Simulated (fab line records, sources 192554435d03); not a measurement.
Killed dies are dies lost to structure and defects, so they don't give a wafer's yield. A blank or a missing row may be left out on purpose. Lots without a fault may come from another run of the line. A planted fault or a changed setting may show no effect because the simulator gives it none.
A struck lot beside a sound one | flow n5_finfet | 15 steps out of a route of 1938
Sound: wafers L299.1, L299.2, L299.6. Struck: wafers L310.2, L310.3, L310.4. The cause comes at the end.
At each step with rows: each side's tool, then ch and its chambers, then its first start. Under that, the readings that differ: sound wafers | struck wafers | difference of the means | sigmas: that difference in standard deviations of wafers without a fault.
alike: readings whose means differ by less than 2 such deviations, and words and numbers that are the same on both sides. not compared: withheld readings, readings that some wafer has no value for, bounds like >300 that may hide the same value, and numbers for which the record gives no deviation and whose values overlap.
The two part at a step that has a row with sigmas, a row that says differs or no value, or rows on one side only. Numbers that don't overlap but have no deviation are shown without sigmas and don't part them. A reading that every wafer of one side lacks parts them only if that side has two wafers or more.

first, 11 steps without rows for these wafers: N5_BEOL_M0_SAQP_STRIP_80 (strips in N2/H2); N5_BEOL_M0_SAQP_HM_OPEN_112 (chemistry CHF3/O2, target SiO2, stops on a-Si, target depth 12 nm, time 13.5 s); N5_BEOL_M0_SAQP_STRIP_113 (strips in CHF3/O2); N5_BEOL_M0_SAQP_MANDREL_ETCH_20 (etches a-Si in HBr/Cl2, stops on SiNx, target depth 60 nm, bt time 10 s, time 30 s); N5_BEOL_M0_SAQP_STRIP_86 (strips in N2/H2); N5_BEOL_M0_SAQP_STRIP_115 (strips in post etch residue remover, time 60 s); N5_BEOL_M0_SAQP_SRD_93 (time 30 s); N5_BEOL_M0_SAQP_RECESS_114 (chemistry HF/NH3, target SiO2, target depth 14.4 nm, afs cycles 3, sublimation time 60 s); N5_BEOL_M0_SAQP_SPACER1_ALD_98 (deposits SiO2, target thk 12.8 nm, pulse time 1 s, purge time 2 s); N5_BEOL_M0_SAQP_SPACER1_ETCHBACK_99 (etches SiO2 in CHF3/O2, target depth 15.4 nm, time 7.7 s); N5_BEOL_M0_SAQP_MANDREL1_REMOVE_100 (chemistry HBr/Cl2/O2, target a-Si, stops on SiNx, bt time 10 s).
N5_BEOL_M0_SAQP_ETCH_101: etches SiNx in CH3F/O2, target depth 29.9 nm, time 42.7 s.
  sound on rie_diel-01 ch 0,2,3, day 6 02:13; struck on rie_diel-01 ch 0,1,2, day 9 01:29
  no value came back on the struck wafers for any of 9 readings (CH3F_flow_sccm (sccm), O2_flow_sccm (sccm) and others); on the sound wafers CH3F_flow_sccm (sccm) reads 29.82 29.96 29.85
  not compared: rf_hours_counter_h
then, 1 step without rows for these wafers: N5_BEOL_M0_SAQP_ETCH_102 (etches SiO2 in CF4, target depth 4 nm, time 4.4 s).
N5_BEOL_M4_RC_MEAS_101:
  the record has rows for the sound wafers here (prober-02 ch 0, day 8 12:55) and none for the struck ones
-- the record jumps here: 7 days lie between the struck wafers' starts before and after (it left off in module BEOL_M4 and takes up again in module PASSIVATION, whose first step shown is number 1936 of the route) --
N5_PASSIVATION_PROBE_49:
  the record has rows for the struck wafers here (prober-01, day 15 19:34) and none for the sound ones

WHERE THEY PART
First at N5_BEOL_M0_SAQP_ETCH_101; last, within this record, at N5_PASSIVATION_PROBE_49.

WHY: what the simulator had put in
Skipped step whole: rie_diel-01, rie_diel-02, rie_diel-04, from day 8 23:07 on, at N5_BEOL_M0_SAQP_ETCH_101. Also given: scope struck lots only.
